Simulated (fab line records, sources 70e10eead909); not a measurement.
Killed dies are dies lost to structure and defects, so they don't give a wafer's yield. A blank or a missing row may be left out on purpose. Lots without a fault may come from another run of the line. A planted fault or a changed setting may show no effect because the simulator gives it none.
fab line records | flow nand_harc
record lots=23 wafers=69 last_day=34
route steps=1302 shown A_STAIRCASE@708
lots that met no fault: from a run of the same line without faults
start_h: hours from the record's first day to the start of the lot's first wafer shown | wait_h: hours since the lot's step before | " the same as in the row above | L1.1+2: a row that stands for several wafers | - no value, or no start given | * or withheld: withheld | < > ~ a bound
route shown NAME@n: a module of which the file shows steps, and the number in the route of the first | usual: mean/standard deviation of fault-free wafers | same: alike in all rows | chamber/n: place in a boat | sites: the reading at each site | _std_site: their standard deviation | _edge_site: outer sites' mean less inner sites' | radius_mm: how far each site lies from the wafer's centre | mask NAME#n: copy n | behind: the tool/chamber that last shaped the wafer | hold: why the lot was held/for how many hours/how that ended | device: the transistor (n, p or np) that didn't switch | end of line: the same wafers' tests at the end of the route | a step without rows: its recipe alone | killed: dies lost to structure and defects at the first sort, not the wafer's yield | map: a wafer's dies, x killed, . not, _ none there
set.NAME: the setting as run; set.NAME@STEP: as run at that earlier step | model.NAME: the simulator's own value behind a step, which no gauge read
steps of the route over a sample of lots; a table a step, a row a wafer
services: from which hour (start_h, from the record's first day; less than 0 if before it) a tool's chamber was out of use, for how many hours, and why
## steps
# step NHARC_A_STAIRCASE_ETCH_194
# recipe target_depth_a=1000 time_s=40.5 ion_energy_ev=400 c4f8_flow_sccm=20 o2_flow_sccm=10 ar_flow_sccm=withheld rf_w=600 bias_w=1000 chemistry=C4F8/O2
# usual oes_product_au=0.941/0.012 rf_vpp_V=894/4.5
# columns lot.wafer tool chamber start_h wait_h oes_product_au rf_hours_counter_h rf_vpp_V
L074.3 rie_diel-12 2 - - 0.958 22 899
L074.6 " 0 " " 0.941 - 894
L074.5 " 1 " " 0.936 - 892
L075.2 rie_diel-07 1 - - 0.927 25 890
L075.5 " 3 " " 0.947 - 891
L075.4 " 1 " " 0.945 - 892
L077.1 rie_diel-12 2 - - 0.944 33 898
L077.4 " 0 " " 0.923 29 894
L077.5 " 3 " " 0.955 - 899
L078.2 rie_diel-12 1 - - 0.939 43 893
L078.3 " 2 " " 0.936 39 899
L078.4 " 3 " " 0.942 43 899
L079.4 rie_diel-08 3 - - 0.961 11 902
L079.3 " 0 " " 0.944 14 886
L079.1 " 1 " " 0.951 13 890
L080.3 rie_diel-07 2 - - 0.966 41 895
L080.2 " 3 " " 0.957 40 890
L080.4 " 0 " " 0.937 27 893
L081.3 rie_diel-12 1 - - 0.942 54 890
L081.5 " 1 " " 0.941 - 891
L081.6 " 2 " " 0.925 - 900
L082.1 rie_diel-08 0 - - 0.930 21 886
L082.4 " 3 " " 0.942 19 900
L082.6 " 0 " " 0.931 - 887
L083.3 rie_diel-08 1 - - 0.957 29 891
L083.4 " 3 " " 0.949 24 901
L083.6 " 1 " " 0.952 - 892
L084.1 rie_diel-07 3 - - 0.938 57 890
L084.2 " 0 " " 0.946 45 893
L084.6 " 3 " " 0.944 - 888
L085.4 rie_diel-07 3 - - 0.931 58 890
L085.1 " 1 " " 0.933 55 890
L085.5 " 3 " " 0.928 - 890
L087.1 rie_diel-08 0 - - 0.940 38 885
L087.6 " 3 " " 0.933 - 900
L087.5 " 0 " " 0.941 - 886
L086.3 rie_diel-08 2 - - 0.934 35 898
L086.1 " 3 " " 0.941 35 900
L086.4 " 0 " " 0.928 38 887
L088.1 rie_diel-07 0 - - 0.961 5 894
L088.5 " 0 " " 0.953 - 894
L088.6 " 1 " " 0.961 - 889
L089.3 rie_diel-12 3 - - 0.923 15 900
L089.1 " 0 " " 0.940 20 891
L089.6 " 0 " " 0.929 - 891
L090.2 rie_diel-07 0 - - 0.945 10 892
L090.6 " 1 " " 0.946 - 891
L090.5 " 2 " " 0.937 - 896
L091.2 rie_diel-07 0 - - 0.936 12 895
L091.3 " 1 " " 0.941 13 890
L091.5 " 3 " " 0.928 - 889
L092.3 rie_diel-08 1 - - 0.951 54 890
L092.2 " 2 " " 0.950 51 899
L092.5 " 0 " " 0.952 - 887
L093.2 rie_diel-12 1 - - 0.929 37 889
L093.4 " 3 " " 0.927 35 897
L093.5 " 2 " " 0.930 - 898
L094.2 rie_diel-08 1 - - 0.951 1 891
L094.3 " 2 " " 0.950 1 898
L094.5 " 3 " " 0.930 - 902
L096.3 rie_diel-07 1 - - 0.963 29 889
L096.1 " 2 " " 0.948 31 893
L096.4 " 0 " " 0.960 32 893
L095.3 rie_diel-12 3 - - 0.916 44 899
L095.4 " 2 " " 0.943 42 896
L095.6 " 3 " " 0.918 - 897
L097.1 rie_diel-12 2 - - 0.938 45 897
L097.4 " 3 " " 0.912 49 899
L097.5 " 1 " " 0.924 - 891
# step NHARC_A_STAIRCASE_TRIM_229
# recipe time_s=211.2 o2_flow_sccm=500 ar_flow_sccm=0 bias_w=0 chemistry=O2
# usual drypump_motor_current_A=5.8/0.36 oes_product_au=1.000/0.011 rf_vpp_V=57.7/0.82 showerhead_plenum_p_Torr=3.49/0.13 throttle_valve_pct=17.036/0.0093
# columns lot.wafer tool chamber start_h wait_h drypump_motor_current_A oes_product_au rf_hours_counter_h rf_vpp_V showerhead_plenum_p_Torr throttle_valve_pct
L074.3 rie_diel-12 0 359.37 0.1 5.8 0.998 19 58.2 3.46 17.052
L074.5 " 3 " " 6.0 1.010 - 57.7 3.62 17.035
L074.6 " 0 " " 5.8 1.000 - 58.3 3.46 17.045
L075.2 rie_diel-12 0 379.91 0.1 5.8 0.985 24 59.0 3.46 17.018
L075.4 " 1 " " 5.7 0.994 33 57.0 3.42 17.041
L075.5 " 3 " " 6.0 1.000 - 58.6 3.62 17.051
L077.4 rie_diel-12 2 394.77 0.1 5.9 0.998 33 57.2 3.61 17.052
L077.1 " 3 " " 6.1 1.006 38 58.3 3.62 17.038
L077.5 " 2 " " 5.8 1.002 - 58.0 3.61 17.025
L078.4 rie_diel-07 2 412.04 0.1 6.0 1.024 40 56.9 3.50 17.032
L078.2 " 3 " " 4.9 0.997 39 58.0 3.37 17.051
L078.3 " 0 " " 5.8 0.980 26 58.0 3.49 17.046
L079.4 rie_diel-12 0 412.34 0.1 5.8 0.996 38 57.4 3.45 17.018
L079.3 " 1 " " 5.6 0.994 45 57.3 3.41 17.030
L079.1 " 2 " " 5.9 0.992 41 58.7 3.61 17.032
L080.4 rie_diel-08 3 417.29 0.1 6.4 1.002 13 59.0 3.66 17.028
L080.3 " 0 " " 5.8 0.984 16 58.1 3.29 17.034
L080.2 " 1 " " 5.5 1.014 15 57.3 3.41 17.038
L081.3 rie_diel-12 2 441.39 0.1 5.8 0.987 47 58.7 3.61 17.020
L081.6 " 2 " " 5.9 0.997 - 57.2 3.61 17.032
L081.5 " 3 " " 6.1 0.995 - 56.1 3.61 17.035
L082.4 rie_diel-08 0 444.20 0.1 5.8 0.992 22 57.8 3.28 17.045
L082.1 " 2 " " 5.9 0.995 18 56.5 3.61 17.048
L082.6 " 0 " " 5.8 0.997 - 56.0 3.28 17.031
L083.4 rie_diel-08 0 460.65 0.1 5.8 0.997 29 56.2 3.28 17.038
L083.3 " 2 " " 5.9 1.011 26 57.2 3.61 17.035
L083.6 " 1 " " 5.5 1.011 - 58.3 3.40 17.035
L084.1 rie_diel-08 3 468.53 0.1 6.4 0.991 28 57.9 3.65 17.043
L084.2 " 0 " " 5.8 0.989 31 57.7 3.28 17.048
L084.6 " 3 " " 6.4 1.002 - 57.5 3.65 17.044
L085.1 rie_diel-08 1 472.40 0.1 5.5 0.996 36 56.9 3.40 17.047
L085.4 " 3 " " 6.3 1.005 30 57.6 3.65 17.038
L085.5 " 2 " " 5.9 1.004 - 58.1 3.61 17.039
L087.1 rie_diel-07 2 481.72 0.1 6.0 0.999 1 56.7 3.50 17.046
L087.6 " 2 " " 6.0 1.006 - 57.6 3.50 17.030
L087.5 " 3 " " 4.9 0.978 - 58.4 3.36 17.031
L086.3 rie_diel-08 3 482.12 0.1 6.4 1.015 37 57.2 3.65 17.034
L086.1 " 1 " " 5.5 1.014 40 57.3 3.39 17.028
L086.4 " 1 " " 5.5 1.014 - 58.2 3.39 17.023
L088.1 rie_diel-08 2 507.96 0.1 5.9 1.014 41 58.5 3.60 17.024
L088.5 " 1 " " 5.5 1.022 - 58.0 3.39 17.049
L088.6 " 2 " " 6.0 1.016 - 58.0 3.60 17.049
L089.3 rie_diel-07 2 508.98 0.1 6.0 0.994 6 56.5 3.49 17.038
L089.1 " 3 " " 4.9 0.988 6 57.0 3.35 17.062
L089.6 " 2 " " 6.0 0.992 - 58.1 3.49 17.032
L090.2 rie_diel-07 1 526.33 0.1 6.3 1.009 11 58.4 3.38 17.037
L090.5 " 1 " " 6.3 1.009 - 57.1 3.38 17.034
L090.6 " 2 " " 5.9 0.982 - 58.6 3.49 17.039
L091.2 rie_diel-07 1 540.61 0.1 6.3 1.020 14 57.7 3.37 17.026
L091.3 " 2 " " 5.9 1.009 17 57.8 3.49 17.027
L091.5 " 3 " " 4.9 0.993 - 58.6 3.35 17.026
L092.2 rie_diel-08 0 541.12 0.1 5.8 1.004 52 57.0 3.27 17.025
L092.3 " 1 " " 5.4 1.018 55 57.4 3.39 17.037
L092.5 " 3 " " 6.3 1.004 - 58.8 3.64 17.028
L093.4 rie_diel-12 3 556.12 0.1 6.0 0.997 37 58.0 3.59 17.026
L093.2 " 0 " " 5.8 1.005 42 58.4 3.42 17.036
L093.5 " 1 " " 5.6 0.999 - 58.6 3.38 17.032
L094.3 rie_diel-08 2 562.12 0.1 5.9 0.991 2 58.5 3.59 17.022
L094.2 " 0 " " 5.7 1.017 2 59.1 3.81 17.027
L094.5 " 2 " " 5.9 1.006 - 57.8 3.60 17.032
L096.3 rie_diel-08 1 580.71 0.1 5.5 1.010 11 57.3 3.38 17.041
L096.1 " 3 " " 6.4 0.989 7 59.8 3.64 17.046
L096.4 " 0 " " 5.8 1.003 10 59.4 3.80 17.040
L095.3 rie_diel-07 2 580.91 0.1 5.9 1.004 32 58.1 3.48 17.042
L095.4 " 0 " " 5.9 1.014 33 57.3 3.46 17.033
L095.6 " 1 " " 6.3 1.022 - 57.3 3.37 17.037
L097.1 rie_diel-12 2 609.10 0.1 5.8 1.011 46 58.3 3.58 17.031
L097.4 " 0 " " 5.8 0.999 57 57.6 3.41 17.025
L097.5 " 2 " " 5.9 1.008 - 58.2 3.58 17.030
# step NHARC_A_STAIRCASE_DESCUM_252
# recipe time_s=3 o2_flow_sccm=200 ar_flow_sccm=0 bias_power_w=0 chemistry=O2
# usual drypump_motor_current_A=5.8/0.43 oes_product_au=1.000/0.012 rf_vpp_V=57.6/0.89 showerhead_plenum_p_Torr=1.88/0.075 throttle_valve_pct=11.310/0.0096
# columns lot.wafer tool chamber start_h wait_h drypump_motor_current_A oes_product_au rf_hours_counter_h rf_vpp_V showerhead_plenum_p_Torr throttle_valve_pct
L074.3 rie_diel-07 1 362.03 - 6.2 1.012 19 58.0 1.84 11.307
L074.6 " 1 " " 6.3 1.012 - 56.8 1.84 11.307
L074.5 " 2 " " 5.9 1.016 - 58.4 1.91 11.315
L075.2 rie_diel-07 3 382.63 - 4.9 1.001 29 57.5 1.82 11.302
L075.4 " 1 " " 6.3 1.004 27 55.7 1.84 11.315
L075.5 " 3 " " 4.9 1.013 - 57.3 1.82 11.302
L077.1 rie_diel-07 3 397.34 - 4.9 0.999 34 57.6 1.82 11.304
L077.4 " 1 " " 6.3 0.993 - 59.1 1.84 11.312
L077.5 " 2 " " 5.9 1.022 - 58.1 1.90 11.311
L078.2 rie_diel-08 0 414.67 - 5.8 0.979 16 57.5 1.77 11.306
L078.4 " 1 " " 5.4 1.010 15 57.1 1.84 11.297
L078.3 " 2 " " 5.9 0.985 12 57.5 1.97 11.308
L079.1 rie_diel-08 0 414.90 - 5.8 0.971 16 56.7 1.77 11.303
L079.4 " 1 " " 5.5 1.015 15 57.7 1.84 11.312
L079.3 " 3 " " 6.4 1.006 13 58.3 1.99 11.321
L080.2 rie_diel-08 1 419.86 - 5.5 1.017 16 57.8 1.84 11.306
L080.3 " 2 " " 5.9 0.998 13 57.5 1.97 11.313
L080.4 " 3 " " 6.4 1.002 14 58.9 1.99 11.300
L081.3 rie_diel-07 3 443.98 - 4.9 0.998 46 56.9 1.82 11.306
L081.5 " 0 " " 5.9 0.980 - 57.3 1.89 11.321
L081.6 " 3 " " 4.8 0.993 - 55.5 1.82 11.293
L082.1 rie_diel-07 3 449.63 - 4.9 0.993 50 57.9 1.82 11.307
L082.4 " 0 " " 5.9 0.996 38 58.1 1.89 11.313
L082.6 " 2 " " 5.9 1.008 - 58.3 1.90 11.319
L083.4 rie_diel-07 0 463.39 - 5.8 1.012 45 59.6 1.88 11.315
L083.3 " 1 " " 6.3 1.005 53 57.2 1.83 11.285
L083.6 " 3 " " 4.9 0.996 - 57.9 1.81 11.302
L084.1 rie_diel-07 3 471.04 - 4.9 0.996 59 57.7 1.81 11.294
L084.2 " 2 " " 5.9 1.020 53 58.7 1.90 11.317
L084.6 " 0 " " 5.9 0.993 - 58.2 1.88 11.305
L085.1 rie_diel-12 0 476.42 - 5.8 0.999 11 56.8 1.86 11.311
L085.4 " 2 " " 5.9 0.988 8 58.5 1.96 11.305
L085.5 " 3 " " 6.0 0.990 - 56.8 1.96 11.298
L087.1 rie_diel-08 3 484.37 - 6.4 1.015 38 58.4 1.98 11.300
L087.5 " 1 " " 5.5 0.996 - 56.6 1.83 11.310
L087.6 " 2 " " 5.9 1.000 - 57.8 1.96 11.319
L086.3 rie_diel-12 0 484.96 - 5.8 0.994 17 57.5 1.86 11.318
L086.4 " 2 " " 5.9 0.974 12 57.5 1.95 11.306
L086.1 " 3 " " 6.1 0.993 13 59.0 1.96 11.305
L088.1 rie_diel-07 0 510.41 - 5.8 1.000 7 57.8 1.88 11.316
L088.5 " 2 " " 5.9 0.998 - 58.9 1.89 11.314
L088.6 " 3 " " 4.9 0.985 - 58.7 1.81 11.333
L089.3 rie_diel-08 1 511.58 - 5.5 1.016 47 57.4 1.83 11.315
L089.1 " 3 " " 6.3 1.005 42 59.5 1.98 11.305
L089.6 " 0 " " 5.8 0.997 - 57.5 1.76 11.304
L090.2 rie_diel-08 2 529.26 - 6.0 0.998 46 56.3 1.96 11.304
L090.6 " 3 " " 6.3 0.999 - 59.0 1.98 11.320
L090.5 " 0 " " 5.8 0.994 - 57.0 1.76 11.325
L091.3 rie_diel-12 3 543.22 - 6.0 0.981 29 58.5 1.95 11.310
L091.2 " 0 " " 5.8 1.003 34 59.3 1.85 11.312
L091.5 " 3 " " 6.0 1.006 - 57.2 1.95 11.312
L092.2 rie_diel-08 0 543.71 - 5.8 1.001 53 55.4 1.76 11.324
L092.3 " 1 " " 5.5 1.006 56 57.5 1.83 11.299
L092.5 " 0 " " 5.8 0.993 - 56.4 1.76 11.308
L093.4 rie_diel-08 0 558.64 - 5.8 1.016 2 57.8 2.08 11.285
L093.2 " 1 " " 5.5 1.012 2 57.4 1.83 11.306
L093.5 " 0 " " 5.8 1.016 - 58.6 2.08 11.314
L094.2 rie_diel-08 1 564.69 - 5.4 1.012 3 57.9 1.83 11.311
L094.3 " 2 " " 5.9 0.994 3 59.0 1.95 11.323
L094.5 " 1 " " 5.4 1.009 - 58.0 1.83 11.312
L096.4 rie_diel-07 2 583.19 - 5.9 1.008 32 58.2 1.89 11.322
L096.1 " 3 " " 4.9 0.991 34 57.4 1.80 11.302
L096.3 " 0 " " 5.8 1.012 33 57.5 1.87 11.311
L095.4 rie_diel-08 1 583.35 - 5.4 1.003 11 56.2 1.83 11.315
L095.3 " 3 " " 6.4 0.994 8 58.2 1.98 11.322
L095.6 " 0 " " 5.8 1.005 - 59.3 2.07 11.318
L097.4 rie_diel-07 3 611.89 - 4.9 0.998 45 56.8 1.80 11.318
L097.1 " 1 " " 6.2 1.011 40 57.0 1.82 11.311
L097.5 " 3 " " 4.9 0.997 - 57.5 1.80 11.312
# step NHARC_A_STAIRCASE_DEP_259
# recipe target_thk_a=300 target_thk_nm=30 temp_c=400 pressure_torr=3.5 flow_sccm=200 rf_w=350 material=SiON
# usual heater_power_w=776/100 susceptor_temp_C=399.98/0.23
# columns lot.wafer tool chamber start_h wait_h heater_power_w susceptor_temp_C
L074.3 pecvd-01 2 364.90 1.0 663 400.15
L074.6 " 2 " " 666 400.00
L074.5 " 1 " " 783 399.71
L075.2 pecvd-01 1 388.37 1.3 691 400.09
L075.5 " 1 " " 695 399.92
L075.4 " 2 " " 671 399.81
L077.1 pecvd-02 2 404.36 1.6 733 400.22
L077.5 " 0 " " 866 400.05
L077.4 " 1 " " 790 400.18
L078.2 pecvd-04 0 417.54 1.2 851 400.35
L078.3 " 1 " " 952 399.96
L078.4 " 1 " " 779 399.54
L079.3 pecvd-01 0 421.63 1.3 924 400.08
L079.1 " 1 " " 711 399.78
L079.4 " 0 " " 909 400.00
L080.3 pecvd-01 2 423.12 0.9 553 400.03
L080.2 " 0 " " 869 399.39
L080.4 " 1 " " 725 399.86
L081.3 pecvd-01 1 446.91 0.9 683 399.88
L081.6 " 1 " " 686 400.32
L081.5 " 0 " " 839 399.83
L082.1 pecvd-02 0 452.45 1.5 775 399.79
L082.4 " 1 " " 797 400.08
L082.6 " 2 " " 781 399.90
L083.3 pecvd-01 1 470.25 1.0 737 400.11
L083.4 " 0 " " 876 399.63
L083.6 " 2 " " 629 400.05
L084.2 pecvd-02 0 473.89 1.2 915 400.00
L084.1 " 1 " " 793 399.58
L084.6 " 0 " " 885 400.10
L085.1 pecvd-01 0 482.16 1.6 920 399.66
L085.4 " 1 " " 761 399.53
L085.5 " 2 " " 694 400.06
L087.1 pecvd-02 2 488.11 1.6 730 399.76
L087.5 " 1 " " 810 399.75
L087.6 " 0 " " 897 400.23
L086.3 pecvd-01 2 489.39 1.0 692 399.91
L086.1 " 0 " " 967 400.14
L086.4 " 1 " " 665 400.03
L088.1 pecvd-01 2 513.58 1.5 690 400.33
L088.6 " 2 " " 700 399.97
L088.5 " 0 " " 860 399.89
L089.1 pecvd-01 1 515.96 1.6 674 400.17
L089.3 " 0 " " 922 400.01
L089.6 " 0 " " 933 399.77
L090.2 pecvd-01 1 533.40 1.3 697 399.60
L090.6 " 1 " " 696 399.69
L090.5 " 2 " " 683 400.02
L091.3 pecvd-02 1 547.11 1.0 738 399.97
L091.2 " 2 " " 667 400.11
L091.5 " 0 " " 911 399.81
L092.3 pecvd-01 1 547.68 0.9 611 400.24
L092.2 " 2 " " 662 399.84
L092.5 " 1 " " 611 400.43
L093.2 pecvd-02 2 562.12 1.3 801 399.81
L093.5 " 1 " " 771 400.27
L093.4 " 2 " " 800 399.78
L094.3 pecvd-04 2 569.69 1.0 900 400.25
L094.2 " 1 " " 923 399.78
L094.5 " 2 " " 918 400.26
L096.3 pecvd-01 1 586.00 0.9 737 400.39
L096.1 " 2 " " 632 400.17
L096.4 " 2 " " 611 399.90
L095.3 pecvd-02 0 587.84 0.9 839 400.14
L095.4 " 0 " " 845 400.02
L095.6 " 1 " " 711 399.58
L097.1 pecvd-02 1 614.97 1.6 759 400.16
L097.4 " 0 " " 886 399.83
L097.5 " 1 " " 760 399.76
# step NHARC_A_STAIRCASE_HM_DEP_459
# recipe target_thk_a=15000 temp_c=400 material=aC
# usual susceptor_temp_C=400.03/0.18 throttle_valve_pct=35.000/0.0093
# columns lot.wafer tool chamber start_h wait_h susceptor_temp_C throttle_valve_pct
L074.3 acl_dep-02 0 369.63 0.7 400.06 35.005
L074.5 " 0 " " 399.79 35.004
L074.6 " 0 " " 399.92 34.995
L075.2 acl_dep-02 0 393.42 0.4 400.21 34.997
L075.4 " 0 " " 400.21 34.994
L075.5 " 0 " " 400.16 35.000
L077.1 acl_dep-02 0 408.67 0.1 400.00 35.001
L077.4 " 0 " " 400.18 34.996
L077.5 " 0 " " 400.03 35.007
L078.2 acl_dep-03 0 423.34 1.9 399.92 34.997
L078.3 " 0 " " 400.09 34.992
L078.4 " 0 " " 400.01 34.994
L079.1 acl_dep-03 0 427.25 1.7 - 34.998
L079.3 " 0 " " - 35.000
L079.4 " 0 " " - 35.009
L080.2 acl_dep-01 0 427.60 0.5 400.25 34.989
L080.3 " 0 " " 400.16 35.009
L080.4 " 0 " " 399.54 35.006
L081.3 acl_dep-02 0 451.47 0.7 399.83 34.998
L081.5 " 0 " " 399.75 35.013
L081.6 " 0 " " 399.81 34.994
L082.1 acl_dep-02 0 458.88 2.5 399.73 35.007
L082.4 " 0 " " 399.98 34.997
L082.6 " 0 " " 399.94 34.992
L083.3 acl_dep-03 0 477.58 0.7 400.07 34.992
L083.4 " 0 " " 400.36 34.981
L083.6 " 0 " " 400.27 34.985
L084.1 acl_dep-01 0 482.60 0.4 - 34.997
L084.2 " 0 " " - 34.999
L084.6 " 0 484.12 1.9 - 34.990
L085.1 acl_dep-01 0 488.06 2.1 400.10 34.996
L085.4 " 0 " " 399.95 34.998
L085.5 " 0 " " 399.90 34.980
L087.1 acl_dep-01 0 496.18 4.1 400.07 34.993
L087.5 " 0 497.41 5.4 400.17 34.995
L087.6 " 0 " " 400.07 35.001
L086.1 acl_dep-03 0 498.30 5.0 - 35.009
L086.3 " 0 " " - 34.998
L086.4 " 0 " " - 35.002
L088.1 acl_dep-02 0 517.46 0.1 400.30 35.000
L088.5 " 0 518.71 1.3 400.11 34.998
L088.6 " 0 " " 399.95 35.004
L089.1 acl_dep-03 0 519.98 0.1 399.91 34.996
L089.3 " 0 " " 400.29 34.982
L089.6 " 0 " " 400.02 34.986
L090.2 acl_dep-01 0 539.29 1.2 399.85 35.016
L090.5 " 0 " " 399.92 34.998
L090.6 " 0 " " 400.03 34.985
L091.2 acl_dep-02 0 553.30 0.4 - 35.001
L091.3 " 0 " " - 34.994
L091.5 " 0 " " - 34.995
L092.2 acl_dep-03 0 553.87 0.4 399.75 35.006
L092.3 " 0 " " 399.92 34.998
L092.5 " 0 " " 400.08 35.000
L093.2 acl_dep-02 0 570.61 4.6 400.22 34.996
L093.4 " 0 " " 399.90 34.994
L093.5 " 0 " " 400.09 34.978
L094.2 acl_dep-01 0 574.08 0.4 399.93 34.993
L094.3 " 0 " " 400.21 35.003
L094.5 " 0 " " 400.09 34.972
L096.1 acl_dep-03 0 589.90 0.1 400.05 35.005
L096.3 " 0 " " 400.35 35.005
L096.4 " 0 " " 399.97 34.989
L095.3 acl_dep-01 0 592.33 0.7 399.33 35.000
L095.4 " 0 " " 400.05 35.018
L095.6 " 0 " " 399.96 35.001
L097.1 acl_dep-01 0 623.04 4.2 400.13 35.006
L097.4 " 0 " " 399.89 35.003
L097.5 " 0 " " 400.01 34.987
# step NHARC_A_STAIRCASE_ETCH_452
# recipe target_depth_a=300 overetch_a=30 time_s=16.5 ion_energy_ev=100 cf4_flow_sccm=80 o2_flow_sccm=20 ar_flow_sccm=0 rf_w=300 bias_w=100 chemistry=CF4/O2
# usual drypump_motor_current_A=5.8/0.36 oes_o_777_au=1.000/0.0047 oes_product_au=0.998/0.011 rf_vpp_V=197.5/1.4 showerhead_plenum_p_Torr=1.32/0.05 throttle_valve_pct=13.397/0.0087
# columns lot.wafer tool chamber start_h wait_h drypump_motor_current_A oes_o_777_au oes_product_au rf_hours_counter_h rf_vpp_V showerhead_plenum_p_Torr throttle_valve_pct
L074.3 rie_diel-07 2 - - 5.9 0.996 1.018 26 198.2 1.33 13.400
L074.5 " 0 " " 5.8 1.001 0.986 - 198.9 1.32 13.397
L074.6 " 1 " " 6.3 0.995 0.995 - 196.2 1.28 13.406
L075.2 rie_diel-07 3 - - 4.8 1.006 1.000 33 195.5 1.27 13.408
L075.4 " 1 " " 6.3 1.003 0.997 - 196.4 1.28 13.401
L075.5 " 3 " " 4.8 1.001 0.997 - 197.4 1.27 13.405
L077.4 rie_diel-08 0 - - 5.8 1.006 0.982 15 195.7 1.24 13.390
L077.1 " 2 " " 5.9 1.003 0.987 11 199.3 1.37 13.390
L077.5 " 0 " " 5.8 1.005 0.986 - 194.7 1.24 13.393
L078.3 rie_diel-08 3 - - 6.4 0.993 1.010 15 198.9 1.39 13.414
L078.4 " 0 " " 5.8 1.006 0.987 18 195.0 1.24 13.404
L078.2 " 2 " " 5.9 1.001 0.992 14 198.1 1.37 13.402
L079.1 rie_diel-12 1 - - 5.6 0.999 0.997 51 197.8 1.29 13.390
L079.3 " 2 " " 5.8 1.007 0.994 45 198.8 1.37 13.399
L079.4 " 0 " " 5.8 1.004 0.998 45 196.8 1.30 13.394
L080.4 rie_diel-12 3 - - 6.0 0.996 1.009 50 198.0 1.37 13.384
L080.3 " 0 " " 5.8 0.996 1.001 45 195.8 1.30 13.402
L080.2 " 1 " " 5.6 1.006 1.003 52 196.8 1.29 13.406
L081.3 rie_diel-08 3 - - 6.3 0.999 1.006 23 199.0 1.39 13.375
L081.5 " 0 " " 5.8 0.993 0.993 - 196.8 1.24 13.391
L081.6 " 1 " " 5.4 1.002 1.006 - 197.1 1.28 13.394
L082.1 rie_diel-08 1 - - 5.5 0.987 1.006 32 197.5 1.28 13.399
L082.4 " 2 " " 5.9 1.007 1.002 27 197.7 1.37 13.396
L082.6 " 1 " " 5.5 1.004 1.005 - 197.6 1.28 13.397
L083.4 rie_diel-12 2 - - 5.8 0.998 0.988 12 199.0 1.36 13.391
L083.3 " 0 " " 5.8 0.999 0.999 16 196.7 1.30 13.386
L083.6 " 2 " " 5.8 0.990 0.990 - 200.1 1.36 13.383
L084.1 rie_diel-12 2 - - 5.8 0.998 0.987 13 199.8 1.36 13.394
L084.2 " 0 " " 5.8 0.992 0.990 17 196.5 1.30 13.396
L084.6 " 2 " " 5.8 1.001 0.997 - 198.4 1.36 13.393
L085.1 rie_diel-07 0 - - 5.8 1.005 1.001 3 197.4 1.31 13.400
L085.4 " 1 " " 6.2 1.002 1.021 3 197.3 1.28 13.396
L085.5 " 2 " " 5.9 1.003 0.996 - 197.1 1.32 13.405
L087.1 rie_diel-07 1 - - 6.3 1.011 1.033 4 194.9 1.28 13.398
L087.6 " 1 " " 6.3 1.005 1.023 - 196.7 1.28 13.391
L087.5 " 2 " " 5.9 0.997 0.998 - 196.9 1.32 13.399
L086.1 rie_diel-08 0 - - 5.8 0.996 0.987 42 195.9 1.23 13.405
L086.4 " 1 " " 5.5 0.999 0.994 44 196.6 1.28 13.389
L086.3 " 2 " " 5.9 1.000 0.991 40 197.4 1.36 13.404
L088.1 rie_diel-12 1 - - 5.6 0.996 0.995 27 197.0 1.28 13.388
L088.6 " 3 " " 6.0 0.999 0.984 - 199.4 1.36 13.395
L088.5 " 0 " " 5.8 0.999 1.003 - 197.0 1.30 13.413
L089.1 rie_diel-12 1 - - 5.6 1.007 0.996 28 197.4 1.28 13.400
L089.3 " 0 " " 5.8 0.992 0.999 27 195.5 1.30 13.418
L089.6 " 1 " " 5.6 1.006 0.989 - 196.0 1.28 13.405
L090.2 rie_diel-07 1 - - 6.2 1.003 1.011 15 196.1 1.27 13.408
L090.6 " 3 " " 4.9 0.993 0.981 - 197.1 1.26 13.391
L090.5 " 0 " " 5.9 1.009 0.986 - 196.6 1.31 13.393
L091.2 rie_diel-08 0 - - 5.8 1.007 1.012 0 200.1 1.45 13.392
L091.3 " 1 " " 5.5 0.997 1.007 0 197.6 1.28 13.414
L091.5 " 2 " " 5.9 0.985 0.999 - 197.4 1.36 13.405
L092.3 rie_diel-07 1 - - 6.2 0.999 1.016 23 196.1 1.27 13.404
L092.2 " 3 " " 4.9 1.004 0.986 28 197.5 1.26 13.388
L092.5 " 1 " " 6.3 0.997 1.009 - 196.9 1.27 13.382
L093.2 rie_diel-12 0 - - 5.8 0.994 0.996 49 196.7 1.29 13.411
L093.4 " 2 " " 5.9 1.002 1.002 41 198.2 1.36 13.397
L093.5 " 0 " " 5.8 1.000 1.000 - 197.4 1.29 13.402
L094.3 rie_diel-08 0 - - 5.8 0.993 1.020 9 198.6 1.44 13.398
L094.2 " 1 " " 5.4 1.001 1.015 10 195.9 1.28 13.400
L094.5 " 0 " " 5.8 1.000 1.011 - 200.5 1.44 13.395
L096.1 rie_diel-08 1 - - 5.5 1.005 1.000 13 197.0 1.28 13.399
L096.3 " 2 " " 5.9 0.996 0.984 11 198.4 1.36 13.408
L096.4 " 0 " " 5.8 1.003 0.992 - 199.5 1.44 13.397
L095.3 rie_diel-12 0 - - 5.8 0.998 1.000 52 197.7 1.29 13.397
L095.4 " 0 " " 5.8 0.998 1.002 - 197.5 1.29 13.403
L095.6 " 3 " " 6.1 1.006 0.998 - 198.0 1.36 13.381
L097.1 rie_diel-07 2 - - 5.9 1.004 1.007 44 197.0 1.31 13.393
L097.4 " 3 " " 4.9 0.993 0.988 47 196.9 1.26 13.399
L097.5 " 2 " " 5.9 1.000 0.993 - 198.6 1.31 13.393
## services
# columns tool chamber start_h hours kind
rie_diel-08 2 342.26 1.4 repair
pecvd-01 0 345.68 12.7 repair
rie_diel-07 3 347.17 4.9 repair
pecvd-02 - 367.17 1.8 repair
rie_diel-08 - 367.88 9.0 pm
acl_dep-01 - 372.78 13.0 pm
rie_diel-07 0 385.23 18.2 repair
pecvd-02 2 390.74 9.9 repair
pecvd-02 - 410.66 13.0 pm
acl_dep-02 - 428.13 13.0 pm
rie_diel-08 0 431.78 2.8 repair
rie_diel-12 - 447.46 9.0 pm
rie_diel-08 0 481.63 3.7 repair
rie_diel-08 - 488.25 0.8 repair
pecvd-01 - 492.27 13.0 pm
rie_diel-12 1 544.04 2.3 repair
rie_diel-08 - 544.88 9.0 pm
acl_dep-01 - 553.84 13.0 pm
rie_diel-12 2 582.04 17.2 repair
rie_diel-08 3 590.36 5.6 repair
rie_diel-08 2 611.67 5.8 repair
pecvd-01 2 620.33 6.5 repair
pecvd-01 1 622.92 13.7 repair
rie_diel-12 - 624.46 9.0 pm
## key
fault none
